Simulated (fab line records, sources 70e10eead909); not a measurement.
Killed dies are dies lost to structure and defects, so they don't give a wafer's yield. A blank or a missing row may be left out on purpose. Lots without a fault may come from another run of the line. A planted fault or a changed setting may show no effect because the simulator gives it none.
Problem report in the 8D (eight disciplines) form, filled by code | flow nand_harc | the parts of the form that need people (team, actions taken, sign-off) are left out

1. THE PROBLEM
killed_at_periphery at NHARC_END_SORT_01 reads a mean of 645.1 on 9 wafers of 3 lots; wafers without a fault read 3.6 with a standard deviation of 2.5. That is +99 or more standard deviations from the usual mean.
First seen on wafer L643.1, day 22 12:20, on prober-02. The record holds 9 wafers of 3 lots with a number at this step. Rule for "out", or "out of limits": more than 4 standard deviations from the usual mean. The other wafers with a number count as sound.

2. WHAT IT IS AND WHAT IT IS NOT
question                    | is                               | is not
which readings at this step | killed_at_periphery, killed_dies | killed_at_array, killed_at_other, killed_open, killed_short
which lots                  | L642, L643, L650                 | -
which wafers of those lots  | all that have a number           | -
read on which gauges        | prober-01, prober-02             | -
when                        | from day 22 12:20                | up to then (0 sound wafers)

3. SUSPECTS, AND WHAT RULES EACH OUT
Counting: a tool at a process step up to the reading stays a suspect if it ran every lot that is out and no sound lot after the first of them.
- the gauge at NHARC_END_SORT_01: ruled out. The wafers that are out were read on 2 gauges (prober-01, prober-02).
- krf_scanner-02 at NHARC_P_ZERO_WELL_EXPOSE_21 (exposes mask P NWELL, target cd 720 nm): kept. It ran every lot that is out, first L642 (day 4 14:37), and no sound lot after that.
Left after counting: krf_scanner-02 at NHARC_P_ZERO_WELL_EXPOSE_21.

4. THE CAUSE (what the simulator had put in)
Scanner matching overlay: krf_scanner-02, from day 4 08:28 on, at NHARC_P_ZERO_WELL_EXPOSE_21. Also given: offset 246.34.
Counting left only this tool.

5. THE CHAIN OF EFFECTS, in route order
Each row: a reading whose mean over the struck wafers that have a number lies more than 3 standard deviations from the usual. Only readings for which the record gives a usual standard deviation are gone through. hours: the time from each lot's start at the first step in this table that gives one to its start at this step, as a median over the lots. sigmas: the change in usual standard deviations.
hours | step              | reading             | usual | on struck wafers | change | sigmas
0     | NHARC_END_SORT_01 | killed_at_periphery | 3.6   | 645.1            | +641.5 | +99 or more
0     | NHARC_END_SORT_01 | killed_dies         | 32    | 677              | +645   | +59

6. WHAT WOULD HAVE CAUGHT IT SOONER
In this record the first reading out of limits at a measuring or inspecting step was taken at day 22 12:20, 436 hours after the fault began at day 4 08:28.
All the lots that are out (3) had begun NHARC_P_ZERO_WELL_EXPOSE_21 on krf_scanner-02 by day 22 12:20. A hold on the tool at that time would have spared none of them.
